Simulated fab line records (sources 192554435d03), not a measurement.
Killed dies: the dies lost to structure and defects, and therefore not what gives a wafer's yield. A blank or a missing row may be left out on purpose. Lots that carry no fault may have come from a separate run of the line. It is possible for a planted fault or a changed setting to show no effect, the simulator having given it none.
fab line records -- flow n5-finfet -- part 1 of 2: steps 1 to 24 of 34
record: lots: 5, wafers: 15, last-day: 17
route steps=1938 shown BEOL_M9@1449 BEOL_M10@1470
lots that met no fault: from a run of the same line without faults
start-h: start of the lot's first displayed wafer, in hours after the record's first day -- wait-h: time in hours since the lot's previous step -- " identical to the entry in the row above -- L1.1+2: a row that stands for several wafers -- - either no value or no given start -- * or withheld: withheld -- < > ~ a bound
route shown NAME@n: a module of which the file shows steps, and the number in the route of the first -- usual: mean/standard deviation taken from wafers without a fault -- same: alike in all rows -- chamber/n: place in a boat -- sites: each site's reading -- _std_site: the standard deviation of these -- _edge_site: the outer-site mean with the inner-site mean subtracted -- radius-mm: how far each site lies from the wafer's centre -- mask NAME#n: copy n -- behind: the last tool/chamber to shape the wafer -- hold: reason for holding the lot/hours on hold/outcome of the hold -- device: the transistor (n, p or np) that didn't switch -- end of line: the route-end tests of the same wafers -- for a step that has no rows: nothing shown but its recipe -- killed: not the wafer's yield, but the dies lost to structure and defects at the first sort -- map: shows each die of a wafer: x if killed, . if not, _ if none is there
set.NAME: the setting as run; set.NAME@STEP: as run at that earlier step -- model.NAME: the simulator's own value behind a step, which no gauge read
a table for each step, a row for each wafer; lots at some steps of the route
services: when a tool's chamber went out of use (start-h, in hours from the record's first day, below 0 if earlier), for how many hours, and the reason
== steps ==
step: N5_BEOL_M9_OCD_MEAS_38
usual: trench-depth-nm: 152.5/2.4
lot.wafer,tool,chamber,start-h,wait-h,trench-depth-nm
L083.3,ocd-01,-,253.35,-,154.5
L083.5,ocd-01,-,253.35,-,155.4
L083.6,ocd-01,-,253.35,-,153.6
L090.2,ocd-02,-,296.20,-,155.6
L090.4,ocd-02,-,296.20,-,153.6
L090.5,ocd-02,-,296.20,-,155.1
L091.1,ocd-02,-,305.39,-,152.6
L091.2,ocd-02,-,305.39,-,151.1
L091.3,ocd-02,-,305.39,-,149.1
L095.2,ocd-02,-,331.01,-,154.7
L095.5,ocd-02,-,331.01,-,149.2
L095.6,ocd-02,-,331.01,-,156.4
L096.1,ocd-01,-,342.67,-,151.6
L096.4,ocd-01,-,342.67,-,156.3
L096.5,ocd-01,-,342.67,-,147.8
step: N5_BEOL_M9_HM_STRIP_39
recipe: chemistry: peroxide-tin-strip, material: TiN, target-depth-a: 250, temp-c: 50, time-s: 158
lot.wafer,tool,chamber,start-h,wait-h
L083.3+5+6,wet-bench-01,"4,3,2",253.38,0.0
L090.2+4+5,wet-bench-01,"5,2,3",296.23,0.0
L091.1+2+3,wet-bench-04,"4,2,5",305.42,0.0
L095.2+5+6,wet-bench-01,"7,1,4",331.04,0.0
L096.1+4+5,wet-bench-01,"5,0,2",342.70,0.0
step: N5_BEOL_M9_SRD_40
recipe: time-s: 30, temp-c: 23, rinse-liquid: diw, dry: ipa-marangoni
lot.wafer,tool,chamber,start-h,wait-h
L083.3+5+6,wet-bench-01,"4,3,2",253.43,0.0
L090.2+4+5,wet-bench-01,"5,2,3",296.27,0.0
L091.1+2+3,wet-bench-04,"4,2,5",305.46,0.0
L095.2+5+6,wet-bench-01,"7,1,4",331.09,0.0
L096.1+4+5,wet-bench-01,"5,0,2",342.75,0.0
step: N5_BEOL_M9_PRECLEAN_42
recipe: chemistry: residue-remover, time-s: 60, temp-c: 40
lot.wafer,tool,chamber,start-h,wait-h
L083.3+5+6,wet-bench-01,"4,3,2",253.45,0.0
L090.2+4+5,wet-bench-01,"5,2,3",296.29,0.0
L091.1+2+3,wet-bench-04,"4,2,5",305.48,0.0
L095.2+5+6,wet-bench-01,"7,1,4",331.11,0.0
L096.1+4+5,wet-bench-01,"5,0,2",342.77,0.0
step: N5_BEOL_M9_SRD_43
recipe: time-s: 30, temp-c: 23, rinse-liquid: diw, dry: ipa-marangoni
lot.wafer,tool,chamber,start-h,wait-h
L083.3+5+6,wet-bench-01,"4,3,2",253.46,0.0
L090.2+4+5,wet-bench-01,"5,2,3",296.31,0.0
L091.1+2+3,wet-bench-04,"4,2,5",305.50,0.0
L095.2+5+6,wet-bench-01,"7,1,4",331.12,0.0
L096.1+4+5,wet-bench-01,"5,0,2",342.78,0.0
step: N5_BEOL_M9_CD_MEAS_35
recipe: target-cd-nm: 70, target-cd-y-nm: 40, polarity: opening
usual: cd-nm: 69.9/0.48
lot.wafer,tool,chamber,start-h,wait-h,cd-nm
L083.3,cd-sem-01,-,253.51,0.0,69.6
L083.5,cd-sem-01,-,253.51,0.0,69.3
L083.6,cd-sem-01,-,253.51,0.0,68.7
L090.2,cd-sem-01,-,296.35,0.0,69.4
L090.4,cd-sem-01,-,296.35,0.0,69.7
L090.5,cd-sem-01,-,296.35,0.0,70.0
L091.1,cd-sem-02,-,305.54,0.0,70.1
L091.2,cd-sem-02,-,305.54,0.0,70.3
L091.3,cd-sem-02,-,305.54,0.0,69.8
L095.2,cd-sem-02,-,331.17,0.0,69.6
L095.5,cd-sem-02,-,331.17,0.0,69.5
L095.6,cd-sem-02,-,331.17,0.0,69.6
L096.1,cd-sem-02,-,342.82,0.0,70.6
L096.4,cd-sem-02,-,342.82,0.0,70.6
L096.5,cd-sem-02,-,342.82,0.0,70.6
step: N5_BEOL_M9_CURE_72
recipe: temp-c: 370, time-s: 120, ambient: DMADMS/He, material: SiCOH_lowk
usual: lamp-power-pct: 52.31/0.056, wafer_temp_C_max: 371.8/0.59
lot.wafer,tool,chamber,start-h,wait-h,lamp-power-pct,wafer_temp_C_max
L083.3,uv-cure-03,0,253.64,0.1,52.41,371.8
L083.5,uv-cure-03,0,253.64,0.1,52.39,372.4
L083.6,uv-cure-03,0,253.64,0.1,52.38,372.0
L090.2,uv-cure-02,2,296.44,0.1,52.32,372.4
L090.4,uv-cure-02,2,296.44,0.1,52.32,372.0
L090.5,uv-cure-02,2,296.44,0.1,52.28,371.2
L091.1,uv-cure-01,0,305.58,0.0,52.42,371.8
L091.2,uv-cure-01,0,305.58,0.0,52.34,370.6
L091.3,uv-cure-01,0,305.58,0.0,52.35,371.5
L095.2,uv-cure-01,2,331.31,0.1,52.19,372.2
L095.5,uv-cure-01,2,331.31,0.1,52.41,371.6
L095.6,uv-cure-01,2,331.31,0.1,52.37,371.3
L096.1,uv-cure-03,2,342.87,0.0,52.25,371.2
L096.4,uv-cure-03,2,342.87,0.0,52.31,370.9
L096.5,uv-cure-03,2,342.87,0.0,52.31,371.2
step: N5_BEOL_M9_DEGAS_44
recipe: ambient: vacuum, temp-c: 250, time-s: 60
usual: heater-power-w: 340/34
lot.wafer,tool,chamber,start-h,wait-h,heater-power-w
L083.3,pvd-sputter-03,-,254.20,0.5,355
L083.5,pvd-sputter-03,-,254.20,0.5,309
L083.6,pvd-sputter-03,-,254.20,0.5,297
L090.2,pvd-sputter-03,-,296.99,0.5,383
L090.4,pvd-sputter-03,-,296.99,0.5,315
L090.5,pvd-sputter-03,-,296.99,0.5,316
L091.1,pvd-sputter-01,-,305.90,0.3,331
L091.2,pvd-sputter-01,-,305.90,0.3,369
L091.3,pvd-sputter-01,-,305.90,0.3,300
L095.2,pvd-sputter-01,-,332.19,0.8,375
L095.5,pvd-sputter-01,-,332.19,0.8,368
L095.6,pvd-sputter-01,-,332.19,0.8,329
L096.1,pvd-sputter-03,-,345.10,2.2,376
L096.4,pvd-sputter-03,-,345.10,2.2,352
L096.5,pvd-sputter-03,-,345.10,2.2,353
step: N5_BEOL_M9_PRE_CLEAN_45
recipe: gas: H2/He, time-s: 30, temp-c: 250
usual: heater-power-w: 339/35
lot.wafer,tool,chamber,start-h,wait-h,heater-power-w
L083.3,pvd-sputter-03,-,254.24,0.0,356
L083.5,pvd-sputter-03,-,254.24,0.0,312
L083.6,pvd-sputter-03,-,254.24,0.0,299
L090.2,pvd-sputter-03,-,297.03,0.0,393
L090.4,pvd-sputter-03,-,297.03,0.0,308
L090.5,pvd-sputter-03,-,297.03,0.0,318
L091.1,pvd-sputter-01,-,305.94,0.0,332
L091.2,pvd-sputter-01,-,305.94,0.0,366
L091.3,pvd-sputter-01,-,305.94,0.0,285
L095.2,pvd-sputter-01,-,332.23,0.0,383
L095.5,pvd-sputter-01,-,332.23,0.0,368
L095.6,pvd-sputter-01,-,332.23,0.0,321
L096.1,pvd-sputter-03,-,345.14,0.0,383
L096.4,pvd-sputter-03,-,345.14,0.0,346
L096.5,pvd-sputter-03,-,345.14,0.0,354
step: N5_BEOL_M9_ALD_74
recipe: material: TaN, target-thk-a: 20, temp-c: 275, ald-precursor-family: PDMAT, ald-co-reactant: NH3, pressure-torr: 3, carrier-flow-sccm: 1500, pulse-time-s: 2, purge-time-s: 3, co-reactant-purge-time-s: 2, co-reactant-pulse-time-s: 3, ald-cycles: 40, precursor-vessel-temp-c: 75, precursor-vessel-pressure-torr: 26.25, precursor-vessel-carrier-sccm: 1000
usual: chamber-pressure-Torr: 2.999/0.0061, heater-power-w: 417/52
same: co-reactant-purge-time-s: 2
lot.wafer,tool,chamber,start-h,wait-h,chamber-pressure-Torr,heater-power-w,since-wet-clean-h
L083.3,ald-metal-03,0,254.36,0.1,3.004,367,1456
L083.5,ald-metal-03,0,254.36,0.1,2.994,374,-
L083.6,ald-metal-03,1,254.36,0.1,2.993,440,-
L090.2,ald-metal-04,1,297.27,0.2,3.005,494,6114
L090.4,ald-metal-04,3,297.27,0.2,2.999,500,6114
L090.5,ald-metal-04,3,297.27,0.2,2.999,498,-
L091.1,ald-metal-01,1,306.01,0.1,2.999,377,3046
L091.2,ald-metal-01,2,306.01,0.1,2.993,484,3046
L091.3,ald-metal-01,3,306.01,0.1,2.999,385,3046
L095.2,ald-metal-01,0,332.29,0.0,3.006,443,3072
L095.5,ald-metal-01,1,332.29,0.0,2.997,373,-
L095.6,ald-metal-01,0,332.29,0.0,2.994,427,-
L096.1,ald-metal-03,2,345.21,0.0,3.004,436,1547
L096.4,ald-metal-03,3,345.21,0.0,3.001,322,1547
L096.5,ald-metal-03,3,345.21,0.0,2.996,318,-
step: N5_BEOL_M9_SURFACE_TREAT_79
recipe: gas: Ar, time-s: *, ion-energy-ev: *, ion-current-ma-cm2: 0.5, pressure-mtorr: *, ar-flow-sccm: 30
usual: throttle-valve-pct: *
lot.wafer,tool,chamber,start-h,wait-h,throttle-valve-pct
L083.3,pvd-sputter-01,-,254.71,0.2,*
L083.5,pvd-sputter-01,-,254.71,0.2,*
L083.6,pvd-sputter-01,-,254.71,0.2,*
L090.2,pvd-sputter-03,-,297.61,0.2,*
L090.4,pvd-sputter-03,-,297.61,0.2,*
L090.5,pvd-sputter-03,-,297.61,0.2,*
L091.1,pvd-sputter-03,-,307.12,1.0,*
L091.2,pvd-sputter-03,-,307.12,1.0,*
L091.3,pvd-sputter-03,-,307.12,1.0,*
L095.2,pvd-sputter-01,-,332.57,0.2,*
L095.5,pvd-sputter-01,-,332.57,0.2,*
L095.6,pvd-sputter-01,-,332.57,0.2,*
L096.1,pvd-sputter-03,-,345.52,0.2,*
L096.4,pvd-sputter-03,-,345.52,0.2,*
L096.5,pvd-sputter-03,-,345.52,0.2,*
step: N5_BEOL_M9_CVD_78
recipe: material: Co, target-thk-a: 20, temp-c: withheld, precursor: CCTBA/H2, pressure-torr: 30, time-s: 138.9
usual: chamber-pressure-Torr: 30.00/0.067
lot.wafer,tool,chamber,start-h,wait-h,chamber-pressure-Torr,since-wet-clean-h
L083.3,cvd-co-01,1,254.79,0.1,29.97,118
L083.5,cvd-co-01,0,254.79,0.1,30.00,-
L083.6,cvd-co-01,2,254.79,0.1,29.98,-
L090.2,cvd-co-01,2,297.79,0.2,30.03,598
L090.4,cvd-co-01,0,297.79,0.2,30.10,-
L090.5,cvd-co-01,2,297.79,0.2,30.03,-
L091.1,cvd-co-01,0,307.18,0.0,29.99,1067
L091.2,cvd-co-01,2,307.18,0.0,30.00,608
L091.3,cvd-co-01,1,307.18,0.0,30.12,171
L095.2,cvd-co-01,1,332.63,0.0,29.97,196
L095.5,cvd-co-01,1,332.63,0.0,29.98,-
L095.6,cvd-co-01,0,332.63,0.0,30.03,-
L096.1,cvd-co-01,2,345.64,0.1,29.89,646
L096.4,cvd-co-01,1,345.64,0.1,29.99,-
L096.5,cvd-co-01,2,345.64,0.1,29.92,-
step: N5_BEOL_M9_SPUTTER_48
recipe: material: Cu, target-thk-a: 120, temp-c: -20, bias-v: 60, power-w: 26000, chamber-pressure-pa: 0.13, time-s: 2
usual: cathode-dc-power-W: 26000/4.8, chuck-gas-flow-sccm: 1.27/0.055, chuck-sensor-temp-C: -15.9/0.38, throttle-valve-pct: 29.7/1.4
lot.wafer,tool,chamber,start-h,wait-h,cathode-dc-power-W,chuck-gas-flow-sccm,chuck-sensor-temp-C,throttle-valve-pct
L083.3,pvd-sputter-02,-,254.97,0.1,26000,1.29,-15.7,29.4
L083.5,pvd-sputter-02,-,254.97,0.1,26000,1.31,-16.1,29.8
L083.6,pvd-sputter-02,-,254.97,0.1,25993,1.29,-15.8,27.9
L090.2,pvd-sputter-02,-,297.90,0.1,26006,1.21,-15.6,29.4
L090.4,pvd-sputter-02,-,297.90,0.1,26001,1.23,-16.2,29.5
L090.5,pvd-sputter-02,-,297.90,0.1,25996,1.24,-15.9,29.9
L091.1,pvd-sputter-03,-,307.32,0.1,25997,1.31,-14.9,29.7
L091.2,pvd-sputter-03,-,307.32,0.1,26003,1.17,-15.9,31.6
L091.3,pvd-sputter-03,-,307.32,0.1,25997,1.27,-16.2,27.9
L095.2,pvd-sputter-02,-,332.75,0.1,26004,1.20,-16.2,29.7
L095.5,pvd-sputter-02,-,332.75,0.1,26009,1.34,-15.8,27.9
L095.6,pvd-sputter-02,-,332.75,0.1,26004,1.30,-16.1,29.7
L096.1,pvd-sputter-03,-,345.98,0.3,26004,1.27,-16.2,31.5
L096.4,pvd-sputter-03,-,345.98,0.3,26006,1.25,-15.2,29.8
L096.5,pvd-sputter-03,-,345.98,0.3,25996,1.31,-16.3,28.0
step: N5_BEOL_M9_ECD_50
recipe: material: Cu, target-thk-a: 3180
lot.wafer,tool,chamber,start-h,wait-h
L083.3+5+6,ecd-cu-02,"1,0,1",255.11,0.1
L090.2+4+5,ecd-cu-01,0,298.03,0.1
L091.1+2+3,ecd-cu-01,"0,1,0",307.44,0.1
L095.2+5+6,ecd-cu-01,"0,1,0",332.86,0.1
L096.1+4+5,ecd-cu-01,1,346.20,0.2
step: N5_BEOL_M9_ANNEAL_51
recipe: temp-c: 225, time-s: 90, ambient: N2
usual: wafer_temp_C_max: 225.94/0.23
lot.wafer,tool,chamber,start-h,wait-h,wafer_temp_C_max
L083.3,rtp-anneal-01,0,255.29,0.2,225.85
L083.5,rtp-anneal-01,0,255.29,0.2,225.61
L083.6,rtp-anneal-01,0,255.29,0.2,226.55
L090.2,rtp-anneal-02,0,298.81,0.8,226.19
L090.4,rtp-anneal-02,0,298.81,0.8,226.07
L090.5,rtp-anneal-02,0,298.81,0.8,225.88
L091.1,rtp-anneal-01,0,307.55,0.1,225.60
L091.2,rtp-anneal-01,0,307.55,0.1,226.35
L091.3,rtp-anneal-01,0,307.55,0.1,225.75
L095.2,rtp-anneal-02,0,333.02,0.1,226.22
L095.5,rtp-anneal-02,0,333.02,0.1,225.81
L095.6,rtp-anneal-02,0,333.02,0.1,225.97
L096.1,rtp-anneal-02,0,346.49,0.3,226.06
L096.4,rtp-anneal-02,0,346.49,0.3,225.96
L096.5,rtp-anneal-02,0,346.49,0.3,226.35
step: N5_BEOL_M9_CMP_52
recipe: stop-on: SiCOH_lowk, t-overpolish-s: 7, down-force-psi: 1, platen-rpm: 50, clearing-platen-down-force-psi: 1.5, clearing-platen-rpm: 50, post-cmp-clean: cu-alkaline, target-thk-nm: 140, clearing-platen-pad-velocity-m-s: 0.99484, pad-velocity-m-s: 0.99484
usual: barrier-field-endpoint-s: 28.9/0.6, motor-current-A: 5.9/0.44, overpolish-run-s: 7.000/0.0086, time-to-endpoint-s: 65.9/2.5
lot.wafer,tool,chamber,start-h,wait-h,barrier-field-endpoint-s,motor-current-A,overpolish-run-s,time-to-endpoint-s
L083.3,cmp-03,2,255.59,0.3,28.4,6.1,6.999,68.9
L083.6,cmp-03,0,255.59,0.3,28.7,5.7,7.004,68.9
L083.5,cmp-03,1,255.59,0.3,28.8,5.8,6.996,68.6
L090.4,cmp-02,3,299.10,0.2,29.5,6.3,7.004,63.0
L090.2,cmp-02,0,299.10,0.2,28.6,5.8,6.998,64.3
L090.5,cmp-02,2,299.10,0.2,29.3,5.3,6.997,67.8
L091.1,cmp-02,3,307.88,0.3,29.1,6.3,7.000,64.7
L091.3,cmp-02,0,307.88,0.3,29.0,6.0,7.009,59.9
L091.2,cmp-02,1,307.88,0.3,28.9,5.5,7.002,64.4
L095.2,cmp-02,3,333.35,0.3,28.3,6.5,7.013,66.9
L095.6,cmp-02,1,333.35,0.3,29.4,5.6,6.994,70.0
L095.5,cmp-02,2,333.35,0.3,28.5,5.3,7.002,65.0
L096.4,cmp-03,3,346.79,0.1,28.9,6.9,6.997,68.8
L096.1,cmp-03,0,346.79,0.1,28.6,5.6,6.992,66.7
L096.5,cmp-03,3,346.79,0.1,29.4,6.8,6.990,70.2
step: N5_BEOL_M9_THK_MEAS_53
recipe: thk-meas-gauge: xrf, reads: Cu_of_BEOL_M9_ECD_50
usual: M9_THK: 137.5/2.6
lot.wafer,tool,chamber,start-h,wait-h,M9_THK[nm]
L083.3,film-metro-02,-,255.81,-,139.3
L083.5,film-metro-02,-,255.81,-,141.1
L083.6,film-metro-02,-,255.81,-,138.9
L090.2,film-metro-01,-,299.36,-,138.7
L090.4,film-metro-01,-,299.36,-,137.7
L090.5,film-metro-01,-,299.36,-,138.1
L091.1,film-metro-02,-,308.14,-,137.0
L091.2,film-metro-02,-,308.14,-,135.7
L091.3,film-metro-02,-,308.14,-,133.9
L095.2,film-metro-01,-,333.57,-,141.5
L095.5,film-metro-01,-,333.57,-,134.0
L095.6,film-metro-01,-,333.57,-,141.5
L096.1,film-metro-02,-,347.08,-,137.2
L096.4,film-metro-02,-,347.08,-,142.1
L096.5,film-metro-02,-,347.08,-,133.3
step: N5_BEOL_M9_PRE_CLEAN_55
recipe: gas: NH3, time-s: 15, temp-c: withheld, rf-power-w: 300
usual: rf-fwd-power-W: 295.6/1.1
lot.wafer,tool,chamber,start-h,wait-h,rf-fwd-power-W,since-wet-clean-h
L083.3,pecvd-01,2,255.85,0.0,297.2,387
L083.5,pecvd-01,2,255.85,0.0,296.8,-
L083.6,pecvd-01,0,255.85,0.0,293.8,-
L090.2,pecvd-02,0,299.39,0.0,297.4,822
L090.4,pecvd-02,1,299.39,0.0,296.6,-
L090.5,pecvd-02,2,299.39,0.0,297.2,-
L091.1,pecvd-02,0,308.17,0.0,295.0,831
L091.2,pecvd-02,1,308.17,0.0,295.9,1556
L091.3,pecvd-02,2,308.17,0.0,295.9,77
L095.2,pecvd-04,0,333.60,0.0,295.8,1037
L095.5,pecvd-04,2,333.60,0.0,296.3,-
L095.6,pecvd-04,0,333.60,0.0,295.0,-
L096.1,pecvd-01,1,347.12,0.0,294.8,1957
L096.4,pecvd-01,2,347.12,0.0,295.4,-
L096.5,pecvd-01,1,347.12,0.0,294.3,-
step: N5_BEOL_M9_DEP_56
recipe: material: SiCN, target-thk-a: 150, temp-c: withheld, precursor: 3MS/NH3, pressure-torr: 3, rf-w: 202, time-s: 26.5
usual: chamber-pressure-Torr: 3.001/0.0076, rf-fwd-power-W: 200.1/0.71, showerhead-plenum-p-Torr: 3.656/0.011, throttle-valve-pct: 9.2/0.54
lot.wafer,tool,chamber,start-h,wait-h,chamber-pressure-Torr,rf-fwd-power-W,showerhead-plenum-p-Torr,since-wet-clean-h,throttle-valve-pct
L083.3,pecvd-01,2,255.87,0.0,2.998,200.2,3.643,387,8.8
L083.5,pecvd-01,2,255.87,0.0,2.998,201.1,3.645,-,8.7
L083.6,pecvd-01,0,255.87,0.0,2.997,199.0,3.655,-,9.5
L090.2,pecvd-02,0,299.42,0.0,2.990,200.9,3.652,822,10.1
L090.4,pecvd-02,1,299.42,0.0,3.005,199.8,3.651,-,9.5
L090.5,pecvd-02,2,299.42,0.0,2.994,199.6,3.644,-,8.2
L091.1,pecvd-02,0,308.20,0.0,2.999,200.5,3.654,831,10.0
L091.2,pecvd-02,1,308.20,0.0,2.988,200.0,3.637,1556,9.6
L091.3,pecvd-02,2,308.20,0.0,2.997,199.9,3.631,77,8.5
L095.2,pecvd-04,0,333.63,0.0,3.006,201.3,3.664,1038,9.5
L095.5,pecvd-04,2,333.63,0.0,2.997,200.9,3.675,-,8.5
L095.6,pecvd-04,0,333.63,0.0,2.991,200.3,3.661,-,9.5
L096.1,pecvd-01,1,347.14,0.0,2.999,200.3,3.672,1957,9.6
L096.4,pecvd-01,2,347.14,0.0,2.996,200.4,3.643,-,8.9
L096.5,pecvd-01,1,347.14,0.0,2.992,200.4,3.666,-,9.6
step: N5_BEOL_M9_RS_MEAS_57
recipe: thk-meas-gauge: four-point-probe, reads: Cu_of_BEOL_M9_ECD_50+Co_of_BEOL_M9_CVD_78+TaN_of_BEOL_M9_ALD_74
usual: M9_RS: 0.150/0.0031
lot.wafer,tool,chamber,start-h,wait-h,M9_RS[ohm/sq]
L083.3,film-metro-01,-,255.95,0.1,0.148
L083.5,film-metro-01,-,255.95,0.1,0.146
L083.6,film-metro-01,-,255.95,0.1,0.148
L090.2,film-metro-02,-,299.49,0.1,0.148
L090.4,film-metro-02,-,299.49,0.1,0.150
L090.5,film-metro-02,-,299.49,0.1,0.149
L091.1,film-metro-01,-,308.27,0.1,0.150
L091.2,film-metro-01,-,308.27,0.1,0.151
L091.3,film-metro-01,-,308.27,0.1,0.154
L095.2,film-metro-02,-,333.70,0.1,0.146
L095.5,film-metro-02,-,333.70,0.1,0.155
L095.6,film-metro-02,-,333.70,0.1,0.145
L096.1,film-metro-02,-,347.22,0.1,0.148
L096.4,film-metro-02,-,347.22,0.1,0.143
L096.5,film-metro-02,-,347.22,0.1,0.154
step: N5_BEOL_M9_INSPECT_58
recipe: inspect-instrument: darkfield, mode: post-dep
usual: raw-defect-count: 71/21
lot.wafer,tool,chamber,start-h,wait-h,raw-defect-count
L083.3,defect-inspect-01,-,255.97,0.0,41
L083.5,defect-inspect-01,-,255.97,0.0,71
L083.6,defect-inspect-01,-,255.97,0.0,116
L090.2,defect-inspect-01,-,299.52,0.0,57
L090.4,defect-inspect-01,-,299.52,0.0,76
L090.5,defect-inspect-01,-,299.52,0.0,67
L091.1,defect-inspect-01,-,308.30,0.0,73
L091.2,defect-inspect-01,-,308.30,0.0,57
L091.3,defect-inspect-01,-,308.30,0.0,79
L095.2,defect-inspect-01,-,333.73,0.0,57
L095.5,defect-inspect-01,-,333.73,0.0,89
L095.6,defect-inspect-01,-,333.73,0.0,134
L096.1,defect-inspect-01,-,347.24,0.0,57
L096.4,defect-inspect-01,-,347.24,0.0,30
L096.5,defect-inspect-01,-,347.24,0.0,43
step: N5_BEOL_M10_ILD_DEP_00
recipe: material: SiCOH_lowk, target-thk-a: 3085.1, temp-c: 300, precursor: DEMS/porogen, pressure-torr: 5, rf-w: 500, time-s: 58
usual: chamber-pressure-Torr: 5.002/0.011, heater-power-w: 317/64, rf-fwd-power-W: 496.6/1.7, showerhead-plenum-p-Torr: 5.742/0.018, throttle-valve-pct: 13.9/0.64
lot.wafer,tool,chamber,start-h,wait-h,chamber-pressure-Torr,heater-power-w,rf-fwd-power-W,showerhead-plenum-p-Torr,since-wet-clean-h,throttle-valve-pct
L083.3,pecvd-03,2,256.01,0.0,5.004,361,496.0,5.736,513,13.4
L083.5,pecvd-03,1,256.01,0.0,4.994,243,497.7,5.774,-,14.1
L083.6,pecvd-03,2,256.01,0.0,4.984,372,495.4,5.748,-,13.8
L090.2,pecvd-04,1,299.55,0.0,4.999,390,494.6,5.741,1728,13.3
L090.4,pecvd-04,1,299.55,0.0,5.005,412,494.7,5.756,-,13.5
L090.5,pecvd-04,0,299.55,0.0,5.012,292,495.0,5.741,-,14.2
L091.1,pecvd-02,0,308.34,0.0,4.996,262,497.2,5.733,831,15.1
L091.2,pecvd-02,1,308.34,0.0,4.998,293,495.4,5.739,1556,15.2
L091.3,pecvd-02,2,308.34,0.0,4.994,302,499.0,5.719,77,12.6
L095.2,pecvd-03,2,333.76,0.0,4.999,344,497.1,5.744,590,13.7
L095.5,pecvd-03,1,333.76,0.0,4.995,262,498.0,5.759,-,14.5
L095.6,pecvd-03,2,333.76,0.0,4.994,356,496.8,5.732,-,13.7
L096.1,pecvd-03,2,347.28,0.0,4.998,328,496.9,5.735,604,13.6
L096.4,pecvd-03,1,347.28,0.0,4.996,239,497.6,5.757,-,14.0
L096.5,pecvd-03,0,347.28,0.0,4.994,274,497.5,5.774,-,13.8
step: N5_BEOL_M10_CURE_71
recipe: temp-c: 385, time-s: 240, ambient: He/Ar, material: SiCOH_lowk
usual: lamp-power-pct: 52.31/0.057, wafer_temp_C_max: 386.8/0.55
lot.wafer,tool,chamber,start-h,wait-h,lamp-power-pct,wafer_temp_C_max
L083.3,uv-cure-03,2,256.25,0.2,52.26,387.2
L083.5,uv-cure-03,2,256.25,0.2,52.32,387.0
L083.6,uv-cure-03,2,256.25,0.2,52.33,386.0
L090.2,uv-cure-01,1,299.71,0.1,52.34,387.4
L090.4,uv-cure-01,1,299.71,0.1,52.27,387.9
L090.5,uv-cure-01,1,299.71,0.1,52.33,387.9
L091.1,uv-cure-03,1,308.41,0.0,52.36,386.3
L091.2,uv-cure-03,1,308.41,0.0,52.43,385.9
L091.3,uv-cure-03,1,308.41,0.0,52.38,386.3
L095.2,uv-cure-01,1,334.00,0.2,52.29,388.0
L095.5,uv-cure-01,1,334.00,0.2,52.42,387.0
L095.6,uv-cure-01,1,334.00,0.2,52.17,387.1
L096.1,uv-cure-03,2,347.36,0.0,52.25,387.1
L096.4,uv-cure-03,2,347.36,0.0,52.25,386.1
L096.5,uv-cure-03,2,347.36,0.0,52.32,386.5
step: N5_BEOL_M10_THK_MEAS_01
recipe: reads: SiCOH_lowk_of_BEOL_M10_ILD_DEP_00
usual: M10_ILD_THK: 268.2/3
lot.wafer,tool,chamber,start-h,wait-h,M10_ILD_THK[nm]
L083.3,film-metro-02,-,256.60,0.3,266.0
L083.5,film-metro-02,-,256.60,0.3,271.6
L083.6,film-metro-02,-,256.60,0.3,273.9
L090.2,film-metro-02,-,300.14,0.4,266.3
L090.4,film-metro-02,-,300.14,0.4,264.9
L090.5,film-metro-02,-,300.14,0.4,267.9
L091.1,film-metro-01,-,308.93,0.4,265.1
L091.2,film-metro-01,-,308.93,0.4,264.6
L091.3,film-metro-01,-,308.93,0.4,264.5
L095.2,film-metro-01,-,334.83,0.7,267.3
L095.5,film-metro-01,-,334.83,0.7,271.0
L095.6,film-metro-01,-,334.83,0.7,269.7
L096.1,film-metro-02,-,347.87,0.4,263.7
L096.4,film-metro-02,-,347.87,0.4,269.6
L096.5,film-metro-02,-,347.87,0.4,270.6
